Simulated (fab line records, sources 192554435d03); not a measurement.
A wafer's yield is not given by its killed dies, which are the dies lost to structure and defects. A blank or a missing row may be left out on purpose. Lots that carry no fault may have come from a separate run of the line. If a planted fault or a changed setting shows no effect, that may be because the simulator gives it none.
Split-lot experiment || flow n5-finfet || route with 1938 steps; 7 lots, 39 wafers read

## ON THE SPLIT
At N5_MOL_CONTACT_COAG_SPUTTER_130 (material Co, target thk 47.5 nm), the setting target-thk-a was moved away from the recipe's 475 angstrom on 15 of the 39 wafers read, by -13.7% to +4.3%. All remaining wafers had this setting at the recipe value.

The reading comes from the split's own step.

## THE READING
Co_of_MOL_CONTACT_COAG_SPUTTER_130.thk-nm (the simulator's own value, which no gauge read), in nm, at N5_MOL_CONTACT_COAG_SPUTTER_130 (material Co, target thk 47.5 nm). There is no usual value for it anywhere in the file. Average 47.6 nm, standard deviation 0.49 nm, over the 24 wafers here run with the recipe.

{"wafer": "L078.1", "tool, chamber at the split": "pvd-sputter-01, -", "target-thk-a as run, angstrom": 475, "against the recipe": "recipe", "Co_of_MOL_CONTACT_COAG_SPUTTER_130.thk-nm, nm": 47.6, "against lot-mates on the recipe": "-"}
{"wafer": "L078.2", "tool, chamber at the split": "pvd-sputter-01, -", "target-thk-a as run, angstrom": 475, "against the recipe": "recipe", "Co_of_MOL_CONTACT_COAG_SPUTTER_130.thk-nm, nm": 48, "against lot-mates on the recipe": "-"}
{"wafer": "L078.3", "tool, chamber at the split": "pvd-sputter-01, -", "target-thk-a as run, angstrom": 495.6, "against the recipe": "+4.3%", "Co_of_MOL_CONTACT_COAG_SPUTTER_130.thk-nm, nm": 49.8, "against lot-mates on the recipe": "+2.3"}
{"wafer": "L078.6", "tool, chamber at the split": "pvd-sputter-01, -", "target-thk-a as run, angstrom": 495.6, "against the recipe": "+4.3%", "Co_of_MOL_CONTACT_COAG_SPUTTER_130.thk-nm, nm": 49.8, "against lot-mates on the recipe": "+2.3"}
{"wafer": "L078.4", "tool, chamber at the split": "pvd-sputter-01, -", "target-thk-a as run, angstrom": 495.6, "against the recipe": "+4.3%", "Co_of_MOL_CONTACT_COAG_SPUTTER_130.thk-nm, nm": 49.2, "against lot-mates on the recipe": "+1.7"}
{"wafer": "L078.5", "tool, chamber at the split": "pvd-sputter-01, -", "target-thk-a as run, angstrom": 475, "against the recipe": "recipe", "Co_of_MOL_CONTACT_COAG_SPUTTER_130.thk-nm, nm": 47, "against lot-mates on the recipe": "-"}
{"wafer": "L081.1", "tool, chamber at the split": "pvd-sputter-03, -", "target-thk-a as run, angstrom": 475, "against the recipe": "recipe", "Co_of_MOL_CONTACT_COAG_SPUTTER_130.thk-nm, nm": 48, "against lot-mates on the recipe": "-"}
{"wafer": "L081.3", "tool, chamber at the split": "pvd-sputter-03, -", "target-thk-a as run, angstrom": 475, "against the recipe": "recipe", "Co_of_MOL_CONTACT_COAG_SPUTTER_130.thk-nm, nm": 48, "against lot-mates on the recipe": "-"}
{"wafer": "L081.2", "tool, chamber at the split": "pvd-sputter-03, -", "target-thk-a as run, angstrom": 475, "against the recipe": "recipe", "Co_of_MOL_CONTACT_COAG_SPUTTER_130.thk-nm, nm": 47.6, "against lot-mates on the recipe": "-"}
{"wafer": "L081.4", "tool, chamber at the split": "pvd-sputter-03, -", "target-thk-a as run, angstrom": 437.8, "against the recipe": "-7.8%", "Co_of_MOL_CONTACT_COAG_SPUTTER_130.thk-nm, nm": 44, "against lot-mates on the recipe": -3.9}
{"wafer": "L081.5", "tool, chamber at the split": "pvd-sputter-03, -", "target-thk-a as run, angstrom": 437.8, "against the recipe": "-7.8%", "Co_of_MOL_CONTACT_COAG_SPUTTER_130.thk-nm, nm": 43.6, "against lot-mates on the recipe": -4.3}
{"wafer": "L081.6", "tool, chamber at the split": "pvd-sputter-03, -", "target-thk-a as run, angstrom": 437.8, "against the recipe": "-7.8%", "Co_of_MOL_CONTACT_COAG_SPUTTER_130.thk-nm, nm": 44.2, "against lot-mates on the recipe": -3.7}
{"wafer": "L082.1", "tool, chamber at the split": "pvd-sputter-03, -", "target-thk-a as run, angstrom": 492.5, "against the recipe": "+3.7%", "Co_of_MOL_CONTACT_COAG_SPUTTER_130.thk-nm, nm": 49.4, "against lot-mates on the recipe": "+2.0"}
{"wafer": "L082.6", "tool, chamber at the split": "pvd-sputter-03, -", "target-thk-a as run, angstrom": 492.5, "against the recipe": "+3.7%", "Co_of_MOL_CONTACT_COAG_SPUTTER_130.thk-nm, nm": 49.4, "against lot-mates on the recipe": "+2.0"}
{"wafer": "L082.2", "tool, chamber at the split": "pvd-sputter-03, -", "target-thk-a as run, angstrom": 475, "against the recipe": "recipe", "Co_of_MOL_CONTACT_COAG_SPUTTER_130.thk-nm, nm": 47.2, "against lot-mates on the recipe": "-"}
{"wafer": "L082.5", "tool, chamber at the split": "pvd-sputter-03, -", "target-thk-a as run, angstrom": 475, "against the recipe": "recipe", "Co_of_MOL_CONTACT_COAG_SPUTTER_130.thk-nm, nm": 47.2, "against lot-mates on the recipe": "-"}
{"wafer": "L082.3", "tool, chamber at the split": "pvd-sputter-03, -", "target-thk-a as run, angstrom": 492.5, "against the recipe": "+3.7%", "Co_of_MOL_CONTACT_COAG_SPUTTER_130.thk-nm, nm": 49.2, "against lot-mates on the recipe": "+1.8"}
{"wafer": "L082.4", "tool, chamber at the split": "pvd-sputter-03, -", "target-thk-a as run, angstrom": 475, "against the recipe": "recipe", "Co_of_MOL_CONTACT_COAG_SPUTTER_130.thk-nm, nm": 47.8, "against lot-mates on the recipe": "-"}
{"wafer": "L083.1", "tool, chamber at the split": "pvd-sputter-02, -", "target-thk-a as run, angstrom": 475, "against the recipe": "recipe", "Co_of_MOL_CONTACT_COAG_SPUTTER_130.thk-nm, nm": 47, "against lot-mates on the recipe": "-"}
{"wafer": "L083.2", "tool, chamber at the split": "pvd-sputter-02, -", "target-thk-a as run, angstrom": 409.9, "against the recipe": "-13.7%", "Co_of_MOL_CONTACT_COAG_SPUTTER_130.thk-nm, nm": 40.8, "against lot-mates on the recipe": -6.1}
{"wafer": "L083.3", "tool, chamber at the split": "pvd-sputter-02, -", "target-thk-a as run, angstrom": 409.9, "against the recipe": "-13.7%", "Co_of_MOL_CONTACT_COAG_SPUTTER_130.thk-nm, nm": 40, "against lot-mates on the recipe": -6.9}
{"wafer": "L083.6", "tool, chamber at the split": "pvd-sputter-02, -", "target-thk-a as run, angstrom": 409.9, "against the recipe": "-13.7%", "Co_of_MOL_CONTACT_COAG_SPUTTER_130.thk-nm, nm": 40, "against lot-mates on the recipe": -6.9}
{"wafer": "L083.4", "tool, chamber at the split": "pvd-sputter-02, -", "target-thk-a as run, angstrom": 475, "against the recipe": "recipe", "Co_of_MOL_CONTACT_COAG_SPUTTER_130.thk-nm, nm": 46.8, "against lot-mates on the recipe": "-"}
{"wafer": "L083.5", "tool, chamber at the split": "pvd-sputter-02, -", "target-thk-a as run, angstrom": 475, "against the recipe": "recipe", "Co_of_MOL_CONTACT_COAG_SPUTTER_130.thk-nm, nm": 46.8, "against lot-mates on the recipe": "-"}
{"wafer": "L087.1", "tool, chamber at the split": "pvd-sputter-03, -", "target-thk-a as run, angstrom": 475, "against the recipe": "recipe", "Co_of_MOL_CONTACT_COAG_SPUTTER_130.thk-nm, nm": 48.2, "against lot-mates on the recipe": "-"}
{"wafer": "L087.5", "tool, chamber at the split": "pvd-sputter-03, -", "target-thk-a as run, angstrom": 475, "against the recipe": "recipe", "Co_of_MOL_CONTACT_COAG_SPUTTER_130.thk-nm, nm": 48.4, "against lot-mates on the recipe": "-"}
{"wafer": "L087.6", "tool, chamber at the split": "pvd-sputter-03, -", "target-thk-a as run, angstrom": 475, "against the recipe": "recipe", "Co_of_MOL_CONTACT_COAG_SPUTTER_130.thk-nm, nm": 48.6, "against lot-mates on the recipe": "-"}
{"wafer": "L089.1", "tool, chamber at the split": "pvd-sputter-01, -", "target-thk-a as run, angstrom": 475, "against the recipe": "recipe", "Co_of_MOL_CONTACT_COAG_SPUTTER_130.thk-nm, nm": 47.6, "against lot-mates on the recipe": "-"}
{"wafer": "L089.4", "tool, chamber at the split": "pvd-sputter-01, -", "target-thk-a as run, angstrom": 475, "against the recipe": "recipe", "Co_of_MOL_CONTACT_COAG_SPUTTER_130.thk-nm, nm": 47.6, "against lot-mates on the recipe": "-"}
{"wafer": "L089.2", "tool, chamber at the split": "pvd-sputter-01, -", "target-thk-a as run, angstrom": 475, "against the recipe": "recipe", "Co_of_MOL_CONTACT_COAG_SPUTTER_130.thk-nm, nm": 47.8, "against lot-mates on the recipe": "-"}
{"wafer": "L089.3", "tool, chamber at the split": "pvd-sputter-01, -", "target-thk-a as run, angstrom": 448.6, "against the recipe": "-5.6%", "Co_of_MOL_CONTACT_COAG_SPUTTER_130.thk-nm, nm": 45, "against lot-mates on the recipe": -2.7}
{"wafer": "L089.5", "tool, chamber at the split": "pvd-sputter-01, -", "target-thk-a as run, angstrom": 448.6, "against the recipe": "-5.6%", "Co_of_MOL_CONTACT_COAG_SPUTTER_130.thk-nm, nm": 44.6, "against lot-mates on the recipe": -3.1}
{"wafer": "L089.6", "tool, chamber at the split": "pvd-sputter-01, -", "target-thk-a as run, angstrom": 448.6, "against the recipe": "-5.6%", "Co_of_MOL_CONTACT_COAG_SPUTTER_130.thk-nm, nm": 45.2, "against lot-mates on the recipe": -2.5}
{"wafer": "L096.1", "tool, chamber at the split": "pvd-sputter-02, -", "target-thk-a as run, angstrom": 475, "against the recipe": "recipe", "Co_of_MOL_CONTACT_COAG_SPUTTER_130.thk-nm, nm": 47.6, "against lot-mates on the recipe": "-"}
{"wafer": "L096.3", "tool, chamber at the split": "pvd-sputter-02, -", "target-thk-a as run, angstrom": 475, "against the recipe": "recipe", "Co_of_MOL_CONTACT_COAG_SPUTTER_130.thk-nm, nm": 47.6, "against lot-mates on the recipe": "-"}
{"wafer": "L096.2", "tool, chamber at the split": "pvd-sputter-02, -", "target-thk-a as run, angstrom": 475, "against the recipe": "recipe", "Co_of_MOL_CONTACT_COAG_SPUTTER_130.thk-nm, nm": 48.4, "against lot-mates on the recipe": "-"}
{"wafer": "L096.4", "tool, chamber at the split": "pvd-sputter-02, -", "target-thk-a as run, angstrom": 475, "against the recipe": "recipe", "Co_of_MOL_CONTACT_COAG_SPUTTER_130.thk-nm, nm": 47.4, "against lot-mates on the recipe": "-"}
{"wafer": "L096.5", "tool, chamber at the split": "pvd-sputter-02, -", "target-thk-a as run, angstrom": 475, "against the recipe": "recipe", "Co_of_MOL_CONTACT_COAG_SPUTTER_130.thk-nm, nm": 47.4, "against lot-mates on the recipe": "-"}
{"wafer": "L096.6", "tool, chamber at the split": "pvd-sputter-02, -", "target-thk-a as run, angstrom": 475, "against the recipe": "recipe", "Co_of_MOL_CONTACT_COAG_SPUTTER_130.thk-nm, nm": 48, "against lot-mates on the recipe": "-"}

THE FIT
A straight line over all 39 wafers: Co_of_MOL_CONTACT_COAG_SPUTTER_130.thk-nm changes by +0.51 nm for each +1% of target-thk-a; r = +0.98; the points scatter about the line by 0.46 nm.
The same after taking each lot's own level away (the mean of its wafers on the recipe; 39 wafers): +0.488 nm for each +1%; r = +0.99; scatter 0.28 nm.
According to that fit, moving target-thk-a by its largest amount changes the reading by 6.7 nm.
Across the lots, their own levels run from 46.87 to 48.40 nm, a range of 3.1 times the standard deviation given above.
The two slopes are in agreement: the lot-to-lot level therefore moves the slope only a little.
Check: with one of the wafers moved furthest among these (-13.7%) left out of the fit, the line predicts -6.85 nm for it against its lot-mates. It came out at -6.07 nm against them.

## ADDITIONAL SPLITS CARRIED BY THESE WAFERS
Before the reading, these wafers also passed through other splits. Each is held against what the fit with the lots' levels taken away leaves over:
{"other split on the same wafers": "N5_WELL_APT_IMPLANT_32 energy-kev", "wafers away from the commonest value": 12, "r with Co_of_MOL_CONTACT_COAG_SPUTTER_130.thk-nm (lot level and that fit taken away)": "+0.15"}
{"other split on the same wafers": "N5_FIN_SAQP_HM_DEP_72 target-thk-a", "wafers away from the commonest value": 12, "r with Co_of_MOL_CONTACT_COAG_SPUTTER_130.thk-nm (lot level and that fit taken away)": -0.19}
{"other split on the same wafers": "N5_DUMMY_GATE_CVD_03 temp-c", "wafers away from the commonest value": 6, "r with Co_of_MOL_CONTACT_COAG_SPUTTER_130.thk-nm (lot level and that fit taken away)": "+0.05"}
{"other split on the same wafers": "N5_DUMMY_GATE_ETCH_31 target-depth-a", "wafers away from the commonest value": 18, "r with Co_of_MOL_CONTACT_COAG_SPUTTER_130.thk-nm (lot level and that fit taken away)": "+0.12"}
{"other split on the same wafers": "N5_HKMG_FIN_HK_ALD_01 ald-cycles", "wafers away from the commonest value": 12, "r with Co_of_MOL_CONTACT_COAG_SPUTTER_130.thk-nm (lot level and that fit taken away)": "+0.12"}
{"other split on the same wafers": "N5_HKMG_FIN_ETCH_35 time-s", "wafers away from the commonest value": 9, "r with Co_of_MOL_CONTACT_COAG_SPUTTER_130.thk-nm (lot level and that fit taken away)": "+0.06"}

## THE FILE'S OWN FIT
Co_of_MOL_CONTACT_COAG_SPUTTER_130.thk-nm changes by +0.488 nm for each +1% of target-thk-a, r = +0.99.
